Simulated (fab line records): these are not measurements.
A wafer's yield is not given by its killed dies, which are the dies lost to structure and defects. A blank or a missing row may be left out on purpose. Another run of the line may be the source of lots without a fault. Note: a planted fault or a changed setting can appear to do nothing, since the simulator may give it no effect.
Matching of chambers || flow n5 finfet || 4 sister chambers for N5_BEOL_M5_ETCH_72 on rie diel-04
The step etches underlayer in N2/H2, target depth 6.5 nm, time 5.2 s. 16 wafers are shown with their chamber, then 8 later ones without.

## WAFERS PAIRED WITH THEIR CHAMBERS
{"wafer": "L074.2", "chamber": 3, "drypump motor current A (A)": 5.4, "showerhead plenum p Torr (Torr)": 2.60, "throttle valve pct (%)": 17.6}
{"wafer": "L074.3", "chamber": 1, "drypump motor current A (A)": 6.4, "showerhead plenum p Torr (Torr)": 2.57, "throttle valve pct (%)": 17.8}
{"wafer": "L074.5", "chamber": 0, "drypump motor current A (A)": 5.4, "showerhead plenum p Torr (Torr)": 2.46, "throttle valve pct (%)": 18.0}
{"wafer": "L075.3", "chamber": 0, "drypump motor current A (A)": 5.4, "showerhead plenum p Torr (Torr)": 2.46, "throttle valve pct (%)": 18.0}
{"wafer": "L075.4", "chamber": 1, "drypump motor current A (A)": 6.4, "showerhead plenum p Torr (Torr)": 2.57, "throttle valve pct (%)": 17.8}
{"wafer": "L075.6", "chamber": 0, "drypump motor current A (A)": 5.4, "showerhead plenum p Torr (Torr)": 2.46, "throttle valve pct (%)": 18.1}
{"wafer": "L078.1", "chamber": 2, "drypump motor current A (A)": 5.3, "showerhead plenum p Torr (Torr)": 2.61, "throttle valve pct (%)": 17.6}
{"wafer": "L078.3", "chamber": 3, "drypump motor current A (A)": 5.4, "showerhead plenum p Torr (Torr)": 2.59, "throttle valve pct (%)": 17.6}
{"wafer": "L078.5", "chamber": 3, "drypump motor current A (A)": 5.4, "showerhead plenum p Torr (Torr)": 2.59, "throttle valve pct (%)": 17.6}
{"wafer": "L079.1", "chamber": 3, "drypump motor current A (A)": 5.4, "showerhead plenum p Torr (Torr)": 2.59, "throttle valve pct (%)": 17.7}
{"wafer": "L079.4", "chamber": 0, "drypump motor current A (A)": 5.4, "showerhead plenum p Torr (Torr)": 2.45, "throttle valve pct (%)": 18.1}
{"wafer": "L079.6", "chamber": 1, "drypump motor current A (A)": 6.5, "showerhead plenum p Torr (Torr)": 2.56, "throttle valve pct (%)": 17.8}
{"wafer": "L081.1", "chamber": 1, "drypump motor current A (A)": 6.4, "showerhead plenum p Torr (Torr)": 2.56, "throttle valve pct (%)": 17.8}
{"wafer": "L081.2", "chamber": 0, "drypump motor current A (A)": 5.4, "showerhead plenum p Torr (Torr)": 2.45, "throttle valve pct (%)": 18.0}
{"wafer": "L081.3", "chamber": 3, "drypump motor current A (A)": 5.4, "showerhead plenum p Torr (Torr)": 2.59, "throttle valve pct (%)": 17.7}
{"wafer": "L083.3", "chamber": 3, "drypump motor current A (A)": 5.4, "showerhead plenum p Torr (Torr)": 2.59, "throttle valve pct (%)": 17.7}

SIGNATURES (averages over the wafers above)
{"reading": "drypump motor current A", "chamber 0": 5.400, "chamber 1": 6.425, "chamber 2": 5.300, "chamber 3": 5.400, "scatter within a chamber": 0.025}
{"reading": "showerhead plenum p Torr", "chamber 0": 2.4560, "chamber 1": 2.5650, "chamber 2": 2.6100, "chamber 3": 2.5917, "scatter within a chamber": 0.00503}
{"reading": "throttle valve pct", "chamber 0": 18.040, "chamber 1": 17.800, "chamber 2": 17.600, "chamber 3": 17.650, "scatter within a chamber": 0.0474}
Rule: a wafer's distance from a chamber is the root of the sum, over the readings, of the square of ((its reading less the chamber's mean) divided by the reading's scatter). The wafer belongs to the nearest chamber; if the next one is less than 2 further off, it can't be placed. The scatter: the root of (the sum of the squares of (reading less its chamber's mean) over the shown wafers, divided by (wafers less chambers)).

## WAFERS MISSING THEIR CHAMBER
{"wafer": "L083.5", "drypump motor current A (A)": 5.4, "showerhead plenum p Torr (Torr)": 2.59, "throttle valve pct (%)": 17.7}
{"wafer": "L083.6", "drypump motor current A (A)": 5.4, "showerhead plenum p Torr (Torr)": 2.45, "throttle valve pct (%)": 18.1}
{"wafer": "L084.3", "drypump motor current A (A)": 6.4, "showerhead plenum p Torr (Torr)": 2.56, "throttle valve pct (%)": 17.8}
{"wafer": "L084.4", "drypump motor current A (A)": 5.4, "showerhead plenum p Torr (Torr)": 2.45, "throttle valve pct (%)": 18.1}
{"wafer": "L084.5", "drypump motor current A (A)": 6.5, "showerhead plenum p Torr (Torr)": 2.56, "throttle valve pct (%)": 17.8}
{"wafer": "L086.2", "drypump motor current A (A)": 6.5, "showerhead plenum p Torr (Torr)": 2.56, "throttle valve pct (%)": 17.8}
{"wafer": "L086.3", "drypump motor current A (A)": 5.4, "showerhead plenum p Torr (Torr)": 2.58, "throttle valve pct (%)": 17.7}
{"wafer": "L086.5", "drypump motor current A (A)": 6.4, "showerhead plenum p Torr (Torr)": 2.56, "throttle valve pct (%)": 17.8}

## CHAMBER TAKEN BY EACH
{"wafer": "L083.5", "from the rows above": 3, "in truth": 3}
{"wafer": "L083.6", "from the rows above": 0, "in truth": 0}
{"wafer": "L084.3", "from the rows above": 1, "in truth": 1}
{"wafer": "L084.4", "from the rows above": 0, "in truth": 0}
{"wafer": "L084.5", "from the rows above": 1, "in truth": 1}
{"wafer": "L086.2", "from the rows above": 1, "in truth": 1}
{"wafer": "L086.3", "from the rows above": 3, "in truth": 3}
{"wafer": "L086.5", "from the rows above": 1, "in truth": 1}
Placed correctly: 8 of 8. From these rows, 0 cannot be placed. 0 placed wrongly.
